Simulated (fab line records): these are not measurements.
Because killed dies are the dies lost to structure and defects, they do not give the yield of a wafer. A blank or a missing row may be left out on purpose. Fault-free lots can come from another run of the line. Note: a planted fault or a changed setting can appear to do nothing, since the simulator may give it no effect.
Which tool did it?	flow n5Finfet	22 lots with 66 wafers sampled at 6 steps, on a route of 1938 steps

WHAT THE GAUGES SHOWED, per wafer
The record lacks any reading of a measuring or inspecting step that a usual standard deviation could be used to judge.

TOOL THAT RAN EACH LOT (tool first, then ch and the chambers of the sampled wafers, then the start)
lot	N5_MOL_CONTACT_COAG_ALD_133	N5_MOL_CONTACT_COAG_STRIP_49	N5_BEOL_M0_SAQP_ILD_DEP_01	N5_BEOL_M0_SAQP_ETCH_83	N5_BEOL_M0_SAQP_ETCH_84	N5_BEOL_M0_CUTY_DESCUM_61
L075	aldSin-04 ch 0,1,2, day 5 06:36	plasmaAsher-02 ch 0,1, day 5 07:13	pecvd-04 ch 0,1, day 5 13:53	rieDiel-04 ch 1,2, day 5 16:23	rieDiel-04 ch 1,2, day 5 16:26	rieDiel-02 ch 0,1, day 5 23:35
L076	aldSin-02 ch 0,2, day 5 22:26	plasmaAsher-01 ch 0,1, day 5 22:59	pecvd-02 ch 0,1, day 6 03:17	rieDiel-04 ch 0,2, day 6 07:17	rieDiel-04 ch 0,2, day 6 07:20	rieDiel-02 ch 0,1,2, day 6 13:43
L077	aldSin-02 ch 1,2, day 6 03:14	plasmaAsher-01 ch 0,1, day 6 03:47	pecvd-04 ch 0,1, day 6 08:05	rieDiel-03 ch 0,2,3, day 6 09:30	rieDiel-03 ch 0,2,3, day 6 09:33	rieDiel-02 ch 0,2,3, day 6 16:05
L078	aldSin-03 ch 0,2, day 6 14:37	plasmaAsher-01 ch 0,1, day 6 15:09	pecvd-01 ch 1, day 6 19:30	rieDiel-03 ch 0,1, day 6 20:36	rieDiel-03 ch 0,1, day 6 20:39	rieDiel-02 ch 0,1,3, day 7 01:57
L079	aldSin-02 ch 0,2,3, day 6 18:14	plasmaAsher-01 ch 0,1, day 6 18:46	pecvd-04 ch 0,2, day 6 23:05	rieDiel-01 ch 0,3, day 7 01:29	rieDiel-01 ch 0,3, day 7 01:32	rieDiel-06 ch 1,3, day 7 07:20
L080	aldSin-04 ch 0,2,3, day 6 18:20	plasmaAsher-01 ch 0,1, day 6 19:05	pecvd-01 ch 1,2, day 7 02:06	rieDiel-01 ch 0,1,3, day 7 04:03	rieDiel-01 ch 0,1,3, day 7 04:06	rieDiel-02 ch 0,1,3, day 7 10:08
L081	aldSin-02 ch 1,3, day 7 00:17	plasmaAsher-01 ch 0,1, day 7 00:49	pecvd-04 ch 0,2, day 7 05:07	rieDiel-01 ch 1,2,3, day 7 07:04	rieDiel-01 ch 1,2,3, day 7 07:07	rieDiel-06 ch 0,1, day 7 12:38
L082	aldSin-03 ch 0,1,2, day 7 04:11	plasmaAsher-01 ch 0,1, day 7 04:43	pecvd-04 ch 0,1,2, day 7 09:10	rieDiel-04 ch 0,2,3, day 7 11:27	rieDiel-04 ch 0,2,3, day 7 11:30	rieDiel-05 ch 0,1,2, day 7 19:26
L083	aldSin-04 ch 0,1,2, day 7 12:51	plasmaAsher-01 ch 0,1, day 7 13:25	pecvd-02 ch 0,1,2, day 7 18:02	rieDiel-04 ch 2,3, day 7 19:13	rieDiel-04 ch 2,3, day 7 19:16	rieDiel-05 ch 0,3, day 8 01:08
L084	aldSin-04 ch 0,1,2, day 7 19:34	plasmaAsher-01 ch 0,1, day 7 20:10	pecvd-01 ch 0,1, day 8 00:49	rieDiel-04 ch 0,3, day 8 01:47	rieDiel-04 ch 0,3, day 8 01:50	rieDiel-02 ch 2,3, day 8 08:05
L085	aldSin-02 ch 0,2,3, day 8 06:23	plasmaAsher-01 ch 0, day 8 06:57	pecvd-01 ch 0,2, day 8 11:16	rieDiel-04 ch 0,2,3, day 8 12:17	rieDiel-04 ch 0,2,3, day 8 12:20	rieDiel-06 ch 2,3, day 8 19:17
L086	aldSin-04 ch 0,2,3, day 8 09:17	plasmaAsher-02 ch 0,1, day 8 09:50	pecvd-01 ch 0,2, day 8 14:15	rieDiel-03 ch 2,3, day 8 15:58	rieDiel-03 ch 2,3, day 8 16:01	rieDiel-02 ch 0,1, day 8 22:59
L087	aldSin-03 ch 1,2, day 8 13:35	plasmaAsher-01 ch 0,1, day 8 14:10	pecvd-02 ch 0,2, day 8 18:27	rieDiel-01 ch 1,3, day 8 20:55	rieDiel-01 ch 1,3, day 8 20:58	rieDiel-02 ch 1,2, day 9 04:15
L088	aldSin-04 ch 0,2,3, day 8 22:55	plasmaAsher-02 ch 0,1, day 8 23:27	pecvd-04 ch 1,2, day 9 03:45	rieDiel-04 ch 1,2,3, day 9 05:15	rieDiel-04 ch 1,2,3, day 9 05:18	rieDiel-05 ch 0,3, day 9 10:59
L089	aldSin-02 ch 0,1,3, day 9 01:47	plasmaAsher-01 ch 0,1, day 9 02:19	pecvd-04 ch 0,1,2, day 9 06:46	rieDiel-04 ch 0,1,2, day 9 10:13	rieDiel-04 ch 0,1,2, day 9 10:16	rieDiel-05 ch 0,1,2, day 9 15:32
L091	aldSin-03 ch 0,1, day 9 15:16	plasmaAsher-01 ch 0,1, day 9 15:48	pecvd-01 ch 0,1, day 9 20:08	rieDiel-01 ch 0,2,3, day 9 22:03	rieDiel-01 ch 0,2,3, day 9 22:06	rieDiel-06 ch 1,2, day 10 04:10
L092	aldSin-02 ch 0,1,3, day 9 21:50	plasmaAsher-01 ch 0,1, day 9 22:23	pecvd-02 ch 0,1, day 10 02:41	rieDiel-03 ch 1,2,3, day 10 04:25	rieDiel-03 ch 1,2,3, day 10 04:28	rieDiel-02 ch 0,2,3, day 10 10:16
L093	aldSin-04 ch 1,2,3, day 10 02:17	plasmaAsher-02 ch 0,1, day 10 02:50	pecvd-02 ch 0,1, day 10 07:08	rieDiel-01 ch 0,3, day 10 08:43	rieDiel-01 ch 0,3, day 10 08:46	rieDiel-02 ch 1,3, day 10 14:04
L094	aldSin-02 ch 0,1,3, day 10 09:06	plasmaAsher-02 ch 0,1, day 10 09:45	pecvd-04 ch 0,1,2, day 10 14:06	rieDiel-04 ch 0,1,3, day 10 15:17	rieDiel-04 ch 0,1,3, day 10 15:20	rieDiel-02 ch 0,1,3, day 10 20:44
L095	aldSin-02 ch 0,1, day 10 11:49	plasmaAsher-01 ch 0,1, day 10 12:22	pecvd-01 ch 0,1,2, day 10 17:06	rieDiel-03 ch 1,2,3, day 10 18:24	rieDiel-03 ch 1,2,3, day 10 18:27	rieDiel-02 ch 0,2, day 11 00:49
L096	aldSin-02 ch 0,1,2, day 10 15:32	plasmaAsher-01 ch 0, day 10 16:05	pecvd-01 ch 0,1, day 10 20:23	rieDiel-04 ch 0,1, day 10 21:46	rieDiel-04 ch 0,1, day 10 21:49	rieDiel-06 ch 1,3, day 11 05:30
L097	aldSin-03 ch 1,2,3, day 10 19:16	plasmaAsher-01 ch 1, day 10 19:57	pecvd-02 ch 1,2, day 11 00:21	rieDiel-04 ch 1,3, day 11 03:11	rieDiel-04 ch 1,3, day 11 03:14	rieDiel-05 ch 1,2,3, day 11 09:13
- N5_MOL_CONTACT_COAG_ALD_133: deposits SiO2, target thk 5 nm, pulse time 1 s, co reactant pulse time 1 s.
- N5_MOL_CONTACT_COAG_STRIP_49: strips in N2/H2, time 30 s.
- N5_BEOL_M0_SAQP_ILD_DEP_01: deposits SiOC from DEMS/O2, target thk 45.419 nm, time 8.7 s.
- N5_BEOL_M0_SAQP_ETCH_83: etches SiARC in CF4, target depth 39 nm, time 65 s.
- N5_BEOL_M0_SAQP_ETCH_84: etches SOC in N2/H2, target depth 100 nm, overetch 20 nm, time 150 s.
- N5_BEOL_M0_CUTY_DESCUM_61: chemistry O2, time 7.9 s.

WHAT THE TOOLS THEMSELVES READ (means of the sampled wafers that have a number; where no wafer has one, the mark that the record gives instead)
N5_MOL_CONTACT_COAG_ALD_133. Usual: heaterPowerW 76 W, standard deviation 7.3; precursorPulseHeightRel 0.998, standard deviation 0.018.
lot	tool	heaterPowerW (W)	precursorPulseHeightRel	flag
L075	aldSin-04	81	0.983	
L076	aldSin-02	76	0.999	
L077	aldSin-02	75	1.007	
L078	aldSin-03	72	0.989	
L079	aldSin-02	76	0.987	
L080	aldSin-04	79	1.005	
L081	aldSin-02	73	0.990	
L082	aldSin-03	69	0.989	
L083	aldSin-04	82	0.990	
L084	aldSin-04	80	1.009	
L085	aldSin-02	76	0.997	
L086	aldSin-04	78	1.002	
L087	aldSin-03	66	1.017	
L088	aldSin-04	80	1.006	
L089	aldSin-02	72	1.002	
L091	aldSin-03	69	0.986	
L092	aldSin-02	73	1.003	
L093	aldSin-04	81	0.983	
L094	aldSin-02	71	0.993	
L095	aldSin-02	71	0.992	
L096	aldSin-02	76	0.980	
L097	aldSin-03	70	1.001	

N5_MOL_CONTACT_COAG_STRIP_49. Usual: drypumpMotorCurrentA 5.3 A, standard deviation 0.34; heaterPowerW 301 W, standard deviation 11; n2FlowSccm 1750 sccm, standard deviation 5.2.
lot	tool	drypumpMotorCurrentA (A)	heaterPowerW (W)	n2FlowSccm (sccm)	flag
L075	plasmaAsher-02	5.8	311	1746	
L076	plasmaAsher-01	5.2	299	1750	
L077	plasmaAsher-01	5.2	299	1747	
L078	plasmaAsher-01	5.2	302	1750	
L079	plasmaAsher-01	5.0	302	1751	
L080	plasmaAsher-01	5.1	295	1751	
L081	plasmaAsher-01	5.1	297	1752	
L082	plasmaAsher-01	5.0	291	1744	
L083	plasmaAsher-01	5.1	290	1755	
L084	plasmaAsher-01	5.0	297	1750	
L085	plasmaAsher-01	5.0	293	1754	
L086	plasmaAsher-02	5.8	310	1750	
L087	plasmaAsher-01	5.0	299	1745	
L088	plasmaAsher-02	5.8	316	1757	
L089	plasmaAsher-01	5.2	294	1755	
L091	plasmaAsher-01	5.1	295	1752	
L092	plasmaAsher-01	5.0	295	1745	
L093	plasmaAsher-02	5.8	318	1750	
L094	plasmaAsher-02	5.8	313	1751	
L095	plasmaAsher-01	5.2	296	1755	
L096	plasmaAsher-01	4.9	291	1750	
L097	plasmaAsher-01	5.3	307	1757	

N5_BEOL_M0_SAQP_ILD_DEP_01. Usual: heaterPowerW 516 W, standard deviation 76; showerheadPlenumPTorr 5.688 Torr, standard deviation 0.011; throttleValvePct 12.0 %, standard deviation 0.93.
lot	tool	heaterPowerW (W)	showerheadPlenumPTorr (Torr)	throttleValvePct (%)	flag
L075	pecvd-04	550	5.683	12.5	
L076	pecvd-02	418	5.690	11.7	
L077	pecvd-04	569	5.685	12.5	
L078	pecvd-01	460	5.687	13.7	
L079	pecvd-04	493	5.681	12.1	
L080	pecvd-01	455	5.683	12.7	
L081	pecvd-04	583	5.689	11.8	
L082	pecvd-04	588	5.691	12.1	
L083	pecvd-02	463	5.697	11.7	
L084	pecvd-01	525	5.683	12.0	
L085	pecvd-01	552	5.702	11.1	
L086	pecvd-01	528	5.687	11.1	
L087	pecvd-02	430	5.681	11.4	
L088	pecvd-04	629	5.690	12.1	
L089	pecvd-04	553	5.683	12.2	
L091	pecvd-01	509	5.685	11.8	
L092	pecvd-02	417	5.680	12.2	
L093	pecvd-02	481	5.699	12.0	
L094	pecvd-04	538	5.688	12.0	
L095	pecvd-01	527	5.691	11.7	
L096	pecvd-01	548	5.693	12.0	
L097	pecvd-02	452	5.681	11.5	

N5_BEOL_M0_SAQP_ETCH_83. Usual: drypumpMotorCurrentA 5.6 A, standard deviation 0.44; etchRfOnTimeS 65.2 s, standard deviation 1.2; oesProductAu 0.65 a.u., standard deviation 0.074; rfVppV 183.9 V, standard deviation 1.1; showerheadPlenumPTorr 2.13 Torr, standard deviation 0.065; throttleValvePct 15.70 %, standard deviation 0.27.
lot	tool	drypumpMotorCurrentA (A)	etchRfOnTimeS (s)	oesProductAu (a.u.)	rfVppV (V)	showerheadPlenumPTorr (Torr)	throttleValvePct (%)	flag
L075	rieDiel-04	5.9	65.5	0.62	184.6	2.18	15.48	
L076	rieDiel-04	5.0	64.7	0.62	184.4	2.10	15.56	
L077	rieDiel-03	5.4	64.9	0.65	185.0	2.18	15.85	
L078	rieDiel-03	5.8	65.7	0.63	184.2	2.18	15.78	
L079	rieDiel-01	5.6	66.8	0.61	182.8	2.10	15.75	
L080	rieDiel-01	5.7	65.1	0.67	184.3	2.14	15.61	
L081	rieDiel-01	6.0	65.6	0.67	184.1	2.12	15.50	
L082	rieDiel-04	5.5	65.3	0.61	184.3	2.13	15.72	
L083	rieDiel-04	5.8	66.0	0.62	184.1	2.18	15.57	
L084	rieDiel-04	5.5	64.5	0.60	183.4	2.10	15.98	
L085	rieDiel-04	5.4	65.5	0.60	182.9	2.12	15.73	
L086	rieDiel-03	5.4	65.6	0.63	184.1	2.12	15.91	
L087	rieDiel-01	5.9	64.9	0.70	183.9	2.14	15.36	
L088	rieDiel-04	5.9	64.9	0.69	183.2	2.15	15.62	
L089	rieDiel-04	5.5	64.7	0.67	184.5	2.12	15.51	
L091	rieDiel-01	5.8	65.2	0.69	183.6	2.12	15.65	
L092	rieDiel-03	5.5	65.5	0.63	183.5	2.14	15.89	
L093	rieDiel-01	5.5	62.8	0.76	183.6	2.14	15.59	
L094	rieDiel-04	5.6	64.4	0.66	182.8	2.09	15.79	
L095	rieDiel-03	5.5	65.3	0.63	183.5	2.14	15.90	
L096	rieDiel-04	5.2	64.8	0.65	184.1	2.06	15.67	
L097	rieDiel-04	6.0	64.6	0.67	183.1	2.12	15.92	

N5_BEOL_M0_SAQP_ETCH_84. Usual: drypumpMotorCurrentA 5.6 A, standard deviation 0.45; n2FlowSccm 200.0 sccm, standard deviation 0.63; oesProductAu 0.68 a.u., standard deviation 0.071; rfVppV 523.5 V, standard deviation 2.6; showerheadPlenumPTorr 2.53 Torr, standard deviation 0.082; throttleValvePct 17.89 %, standard deviation 0.28.
lot	tool	drypumpMotorCurrentA (A)	n2FlowSccm (sccm)	oesProductAu (a.u.)	rfVppV (V)	showerheadPlenumPTorr (Torr)	throttleValvePct (%)	flag
L075	rieDiel-04	5.8	198.7	0.65	525.1	2.60	17.63	
L076	rieDiel-04	5.1	200.0	0.64	523.1	2.50	17.91	
L077	rieDiel-03	5.5	199.0	0.67	523.5	2.58	18.00	
L078	rieDiel-03	5.8	199.9	0.67	524.8	2.58	18.01	
L079	rieDiel-01	5.6	200.0	0.65	522.5	2.49	17.92	
L080	rieDiel-01	5.7	200.5	0.70	523.9	2.54	17.77	
L081	rieDiel-01	6.0	199.9	0.71	523.5	2.52	17.73	
L082	rieDiel-04	5.5	199.7	0.64	523.3	2.52	17.95	
L083	rieDiel-04	5.8	200.6	0.65	525.5	2.60	17.72	
L084	rieDiel-04	5.5	199.7	0.64	522.4	2.48	18.19	
L085	rieDiel-04	5.4	200.3	0.63	523.1	2.52	17.97	
L086	rieDiel-03	5.4	199.7	0.67	523.4	2.50	18.00	
L087	rieDiel-01	5.9	199.6	0.74	523.7	2.52	17.53	
L088	rieDiel-04	5.9	200.0	0.72	524.5	2.55	17.76	
L089	rieDiel-04	5.5	199.8	0.71	522.8	2.52	17.76	
L091	rieDiel-01	5.8	200.1	0.73	523.5	2.52	17.87	
L092	rieDiel-03	5.5	200.8	0.66	523.6	2.52	17.99	
L093	rieDiel-01	5.5	200.7	0.78	523.3	2.54	17.78	
L094	rieDiel-04	5.6	200.0	0.69	522.1	2.47	18.01	
L095	rieDiel-03	5.5	200.3	0.66	523.1	2.52	18.00	
L096	rieDiel-04	5.2	200.1	0.68	520.2	2.44	18.00	
L097	rieDiel-04	6.0	200.2	0.69	522.2	2.50	18.03	

N5_BEOL_M0_CUTY_DESCUM_61. Usual: drypumpMotorCurrentA 5.9 A, standard deviation 0.48; oesProductAu 0.77 a.u., standard deviation 0.061; rfVppV 243.5 V, standard deviation 1.1; showerheadPlenumPTorr 2.12 Torr, standard deviation 0.052; throttleValvePct 20.56 %, standard deviation 0.27.
lot	tool	drypumpMotorCurrentA (A)	oesProductAu (a.u.)	rfVppV (V)	showerheadPlenumPTorr (Torr)	throttleValvePct (%)	flag
L075	rieDiel-02	6.4	0.83	244.5	2.16	20.26	
L076	rieDiel-02	6.0	0.77	243.7	2.12	20.49	
L077	rieDiel-02	5.8	0.79	244.0	2.14	20.67	
L078	rieDiel-02	6.2	0.79	244.4	2.12	20.42	
L079	rieDiel-06	5.7	0.79	244.1	2.15	20.62	
L080	rieDiel-02	6.2	0.78	243.9	2.12	20.42	
L081	rieDiel-06	5.9	0.70	244.2	2.14	20.71	
L082	rieDiel-05	5.5	0.80	242.9	2.13	20.49	
L083	rieDiel-05	5.5	0.82	244.6	2.19	20.49	
L084	rieDiel-02	5.6	0.76	243.7	2.11	20.82	
L085	rieDiel-06	5.6	0.79	243.1	2.10	20.38	
L086	rieDiel-02	6.4	0.76	243.6	2.10	20.24	
L087	rieDiel-02	5.5	0.71	242.6	2.08	20.71	
L088	rieDiel-05	5.5	0.79	243.0	2.15	20.63	
L089	rieDiel-05	5.5	0.78	243.4	2.13	20.52	
L091	rieDiel-06	5.6	0.73	243.2	2.12	20.39	
L092	rieDiel-02	5.9	0.76	243.9	2.13	20.71	
L093	rieDiel-02	6.2	0.70	243.0	2.07	20.40	
L094	rieDiel-02	6.2	0.75	243.3	2.11	20.45	
L095	rieDiel-02	5.6	0.74	243.0	2.12	20.79	
L096	rieDiel-06	5.7	0.72	243.5	2.14	20.66	
L097	rieDiel-05	5.5	0.77	244.7	2.16	20.43	

THE ANSWER, worked out from the rows above alone
Rule: a lot is off if the mean of its wafers that have a number lies more than 3 standard deviations from the usual mean. Also off: a lot with no number at a reading for which 4 or more lots have one. The other lots that the step has rows for count as sound. Order of review: gauges by route order, followed by the tools' own readings, for which a lot's mean as printed above is used. At the first step where some lot is off, the reading lying furthest off is the one used; lots without a number count as furthest.
No lot is off at any reading shown: from this, nothing can be told.

WHAT THE SIMULATOR PUT IN
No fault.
